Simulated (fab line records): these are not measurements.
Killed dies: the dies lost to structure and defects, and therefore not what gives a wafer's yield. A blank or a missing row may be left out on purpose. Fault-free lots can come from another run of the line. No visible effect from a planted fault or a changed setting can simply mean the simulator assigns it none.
fab line records    flow n5-finfet
record: lots: 5  wafers: 15  last-day: 17
route steps=1938 shown MIM_BOT_LITHO@1857 MIM_BOT_ETCH@1866 PASS1_CAP@1873 TV_LITHO@1875 PASSIVATION@1936
lots that met no fault: from a run of the same line without faults
start-h: hours from the record's opening day to when the first of the lot's shown wafers began    wait-h: hours since the lot's step before    " as in the row above    L1.1+2: a single row standing in for several wafers    - either no value or no given start    * or withheld: withheld    < > ~ a bound
route shown NAME@n: names a module that has steps shown in the file, with the first one's number in the route    usual: average and standard deviation across the fault-free wafers    same: alike in all rows    chamber/n: place in a boat    sites: readings site by site    _std_site: standard deviation across them    _edge_site: inner sites' mean taken away from outer sites' mean    radius-mm: for every site, how far away it sits from the centre of the wafer    mask NAME#n: copy n    behind: the tool/chamber that last shaped the wafer    hold: why the lot went on hold/how many hours it stayed there/how the hold came to an end    device: which transistor (n, p or np) failed to switch    end of line: tests of these same wafers at the route's end    for a step that has no rows: nothing shown but its recipe    killed: the dies lost at the first sort to structure and to defects; this is not the yield of the wafer    map: a wafer's dies, marking killed ones x, the rest . and places with no die _
set.NAME: the run value of the setting; set.NAME@STEP: its run value at that earlier step    model.NAME: the simulator's own value behind a step, which no gauge read
a table for each step, a row for each wafer; lots at some steps of the route
services: from which hour (start-h, from the record's first day; less than 0 if before it) a tool's chamber was out of use, for how many hours, and why
== steps ==
step: N5_MIM_BOT_LITHO_SOFTBAKE_03
recipe: temp-c: 100  time-s: 90
step: N5_MIM_BOT_LITHO_EXPOSE_05
recipe: mask-id: MIM_BOT  na: 0.55  source-shape: conventional  sigma-outer: 0.8  polarization: unpolarized  dose-mj: 24.25
step: N5_MIM_BOT_LITHO_PEB_06
recipe: peb-temp-c: withheld  peb-time-s: *
step: N5_MIM_BOT_LITHO_DEVELOP_07
recipe: develop-time-s: 60  rinse-liquid: diw  dry: air-spin  dev-temp-c: 21
step: N5_MIM_BOT_LITHO_HARDBAKE_09
recipe: temp-c: 130  time-s: 120
step: N5_MIM_BOT_LITHO_DESCUM_10
recipe: chemistry: O2  time-s: 7.9  source-power-w: 50  bias-power-w: 20  pressure-mtorr: 20  rf-frequency-hz: 2.712e+07  temp-c: 40  o2-flow-sccm: 225
step: N5_MIM_BOT_ETCH_ETCH_04
recipe: chemistry: CF4/O2  target: SiNx  target-depth-a: 260  time-s: 13  ion-energy-ev: 100  pressure-mtorr: 40  source-w: 535  bias-w: 49  Ar_flow_sccm: 100  cf4-flow-sccm: 100  O2_flow_sccm: 10
step: N5_MIM_BOT_ETCH_ETCH_03
recipe: chemistry: Cl2/BCl3  target-depth-a: 120  pressure-mtorr: 8  icp-w: 800  bias-w: 100  Cl2_flow_sccm: 20  bcl3-flow-sccm: 80
step: N5_MIM_BOT_ETCH_ETCH_00
recipe: chemistry: Cl2/BCl3  target: TiN  target-depth-a: 455  ion-energy-ev: 150  pressure-mtorr: 10  icp-w: 1000  bias-w: 126  Cl2_flow_sccm: 53.25  bcl3-flow-sccm: 21.75  Ar_flow_sccm: 25
step: N5_MIM_BOT_ETCH_STRIP_01
recipe: chemistry: O2  power-w: 600  temp-c: 60  pressure-mtorr: 30  rf-frequency-hz: 6e+07  bias-power-w: 0  overash-fraction: 0.5  o2-flow-sccm: 225
usual: bias-power-w: 0/0  chamber-pressure-mTorr: 29.99/0.078  drypump-motor-current-A: 5.7/0.54  oes-product-au: 0.82/0.084  overash-fraction: 0.5/0  rf-vpp-V: 3.6/1.2  showerhead-plenum-p-Torr: 2.10/0.075  temp-c: 60.03/0.13  throttle-valve-pct: 16.57/0.27
lot.wafer  tool         chamber  start-h  wait-h  bias-power-w  chamber-pressure-mTorr  drypump-motor-current-A  oes-product-au  overash-fraction  rf-hours-counter-h  rf-vpp-V  showerhead-plenum-p-Torr  temp-c  throttle-valve-pct  model.coat_of_MIM_BOT_LITHO_COAT_02.thk-nm
L830.1     rie-diel-01  0        317.48   0.1     0             30.08                   4.9                      0.78            0.5               159                 5.4       2.02                      60.00   16.91               *
L830.4     "            3        "        "       0             30.06                   5.3                      0.89            0.5               42                  5.0       2.04                      59.98   16.39               *
L830.5     "            2        "        "       0             29.97                   6.4                      0.77            0.5               -                   1.9       2.11                      60.13   16.29               *
L838.1     rie-diel-01  1        349.40   0.1     -             -                       -                        -               -                 -                   -         -                         -       -                   *
L838.3     "            3        "        "       -             -                       -                        -               -                 -                   -         -                         -       -                   *
L838.6     "            3        "        "       -             -                       -                        -               -                 -                   -         -                         -       -                   *
L839.1     rie-diel-06  3        365.87   0.1     -             -                       -                        -               -                 -                   -         -                         -       -                   *
L839.2     "            2        "        "       -             -                       -                        -               -                 -                   -         -                         -       -                   *
L839.3     "            0        "        "       -             -                       -                        -               -                 -                   -         -                         -       -                   *
L840.2     rie-diel-05  3        380.79   0.1     -             -                       -                        -               -                 -                   -         -                         -       -                   *
L840.4     "            1        "        "       -             -                       -                        -               -                 -                   -         -                         -       -                   *
L840.6     "            3        "        "       -             -                       -                        -               -                 -                   -         -                         -       -                   *
L842.1     rie-diel-06  0        392.55   0.1     0             30.05                   5.6                      0.72            0.5               231                 2.2       2.07                      59.91   16.84               *
L842.4     "            3        "        "       0             29.94                   5.5                      0.83            0.5               41                  6.2       2.21                      60.14   16.65               *
L842.5     "            1        "        "       0             30.01                   4.8                      0.71            0.5               -                   2.8       2.00                      60.14   17.22               *
step: N5_MIM_BOT_ETCH_STRIP_02
recipe: chemistry: post-etch-residue-remover  time-s: 1200  temp-c: 72.5
step: N5_MIM_BOT_ETCH_CLEAN_05
recipe: chemistry: IPA  time-s: 180  temp-c: 25
step: N5_MIM_BOT_ETCH_SRD_06
recipe: dry: ipa-marangoni  time-s: 30  temp-c: 23  rinse-liquid: diw
step: N5_PASSIVATION_PECVD_55
recipe: material: SiO2  target-thk-a: 4000  temp-c: 400  precursor: SiH4/N2O  pressure-torr: 2.7  rf-w: 608  time-s: 22.5
step: N5_PASSIVATION_PECVD_01
recipe: material: SiNx  target-thk-a: 2000  temp-c: 400  precursor: SiH4/NH3/N2  pressure-torr: 4.9  rf-w: 1406  time-s: 43.2
step: N5_PASSIVATION_HMDS_03
recipe: time-s: 60  temp-c: 120
step: N5_PASSIVATION_COAT_04
recipe: spin-rpm: *  resist-thk-nm: *
step: N5_PASSIVATION_EBR_06
recipe: solvent: PGMEA  ebr-width-mm: 1.5
step: N5_PASSIVATION_SOFTBAKE_05
recipe: temp-c: 100  time-s: 90
step: N5_PASSIVATION_EXPOSE_07
recipe: mask-id: TV  na: 0.55  source-shape: conventional  sigma-outer: 0.8  polarization: unpolarized  defocus-nm: 0  target-cd-nm: 3000  dose-mj: 22.75
step: N5_PASSIVATION_PEB_08
recipe: peb-temp-c: withheld  peb-time-s: *
step: N5_PASSIVATION_DEVELOP_09
recipe: develop-time-s: 60  rinse-liquid: diw  dry: air-spin  dev-temp-c: 21
step: N5_PASSIVATION_HARDBAKE_11
recipe: temp-c: 130  time-s: 120
step: N5_PASSIVATION_INSPECT_61
recipe: mode: adi  inspect-instrument: macro
usual: raw-defect-count: 2.1/1.3
lot.wafer  tool               chamber  start-h  wait-h  raw-defect-count
L830.1     defect-inspect-01  -        318.76   0.0     2
L830.4     "                  -        "        "       3
L830.5     "                  -        "        "       3
L838.1     defect-inspect-01  -        350.70   0.0     63
L838.3     "                  -        "        "       54
L838.6     "                  -        "        "       58
L839.1     defect-inspect-01  -        367.11   0.0     57
L839.2     "                  -        "        "       60
L839.3     "                  -        "        "       81
L840.2     defect-inspect-02  -        384.56   0.0     66
L840.4     "                  -        "        "       61
L840.6     "                  -        "        "       52
L842.1     defect-inspect-01  -        394.75   0.0     3
L842.4     "                  -        "        "       1
L842.5     "                  -        "        "       4
step: N5_PASSIVATION_DESCUM_12
recipe: chemistry: O2  time-s: 7.9  source-power-w: 50  bias-power-w: 20  pressure-mtorr: 20  rf-frequency-hz: 2.712e+07  temp-c: 40  o2-flow-sccm: 225
step: N5_PASSIVATION_PROBE_49
usual: defect-limited-yield: 91.2/1.4  killed_at_M0_to_M3: 35/11  killed_at_M4_up: 14/5.6  killed-at-contacts: 12/5.6  killed-at-front-end: 38/11  killed-at-other: 4/3.4  killed-dies: 103/17  killed-on-rim: 13/3.5  killed-open: 68/12  killed-short: 33/8.8  sort_bin_5_function: 5.1/0.89  sort_bin_6_memory: 3.3/0.71  sort-n-pass: 1077/17  sort-yield-pct: 91.2/1.4
same: gross-dies: 1180  killed-at-back-side: 0  sort_bin_4_leakage[%]: 0  sort_bin_8_speed[%]: 0
lot.wafer  tool       chamber  start-h  wait-h  defect-limited-yield[%]  killed_at_M0_to_M3  killed_at_M4_up  killed-at-contacts  killed-at-front-end  killed-at-other  killed-dies  killed-on-rim  killed-open  killed-short  sort_bin_5_function[%]  sort_bin_6_memory[%]  sort-n-pass  sort-yield-pct[%]
L838.3     prober-01  -        358.67   0.1     90.9                     31                  12               9                   53                   2                107          14             79           27            5.6                     3.1                   1073         90.9
L838.6     prober-01  -        358.82   0.3     88.7                     27                  17               3                   85                   1                133          18             92           35            6.3                     4.6                   1047         88.7
L839.1     prober-01  -        374.63   0.0     92.7                     32                  14               15                  24                   1                86           14             54           31            3.9                     3.2                   1094         92.7
L840.4     prober-01  -        391.11   0.2     90.7                     23                  19               17                  48                   3                110          15             81           26            5.3                     3.7                   1070         90.7
killed by level:class
L838.3 STI_FIN_REVEAL:geometric-particle:open=31 BEOL_M3:geometric-particle:open=11 MOL_CONTACT_COAG:geometric-particle:open=6 BEOL_M1:geometric-particle:open=6 BEOL_M6:geometric-particle:open=6 STI_FIN_REVEAL:geometric-particle:short=5 BEOL_M0_SAQP:geometric-particle:open=5 STARTING-WAFER:geometric-particle:short=5
L838.6 STI_FIN_REVEAL:geometric-particle:open=41 STI_FIN_REVEAL:geometric-particle:short=13 BEOL_M4:geometric-particle:open=11 FIN_SAQP:geometric-particle:open=6 BEOL_M3:geometric-particle:open=6 BEOL_M0_SAQP:geometric-particle:short=5 BEOL_M2:geometric-particle:open=5 BEOL_M0_SAQP:geometric-particle:open=4
L839.1 MOL_CONTACT_COAG:geometric-particle:open=13 BEOL_M2:geometric-particle:open=9 BEOL_M2:geometric-particle:short=9 BEOL_M4:geometric-particle:open=7 BEOL_M3:geometric-particle:open=5 ILD0:geometric-particle:open=4 BEOL_M0_SAQP:geometric-particle:short=4 ILD0:geometric-particle:short=3
L840.4 FIN_SAQP:geometric-particle:open=24 MOL_CONTACT_COAG:geometric-particle:open=15 BEOL_M0_SAQP:geometric-particle:open=10 FIN_SAQP:geometric-particle:short=8 BEOL_M4:geometric-particle:open=5 BEOL_M0_SAQP:geometric-particle:short=5 DUMMY_GATE:geometric-particle:open=4 BEOL_M3:geometric-particle:open=4
== services ==
tool         chamber  start-h  hours  kind
rie-diel-05  3        319.94   -      clean
rie-diel-05  3        319.94   -      consumable-replace:focus-ring
rie-diel-05  3        319.94   23.7   scheduled-down
rie-diel-05  3        319.94   23.7   vent-cycle
rie-diel-06  -        323.83   2.8    pm
rie-diel-06  1        353.19   3.7    repair
rie-diel-01  0        368.40   6.1    repair
== key ==
first-sign: step: N5_MIM_BOT_ETCH_STRIP_01  reading: tool-record  direction: missing
effect: step: N5_PASSIVATION_INSPECT_61  reading: raw-defect-count  direction: up  sigmas: 47  usual: 2.1  struck: 61.3
model-effect: step: N5_MIM_BOT_ETCH_STRIP_01  value: coat_of_MIM_BOT_LITHO_COAT_02.thk-nm  without: *  struck: *
met-at N5_MIM_BOT_ETCH_STRIP_01
struck-wafers L838.1,L838.3,L838.6,L839.1,L839.2,L839.3,L840.2,L840.4,L840.6
onset-between 317.48 349.40
fault: kind: skipped-step-whole  tool: rie-diel-01,rie-diel-05,rie-diel-06  chamber: -  onset-h: 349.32  steps: N5_MIM_BOT_ETCH_STRIP_01  scope: struck-lots-only
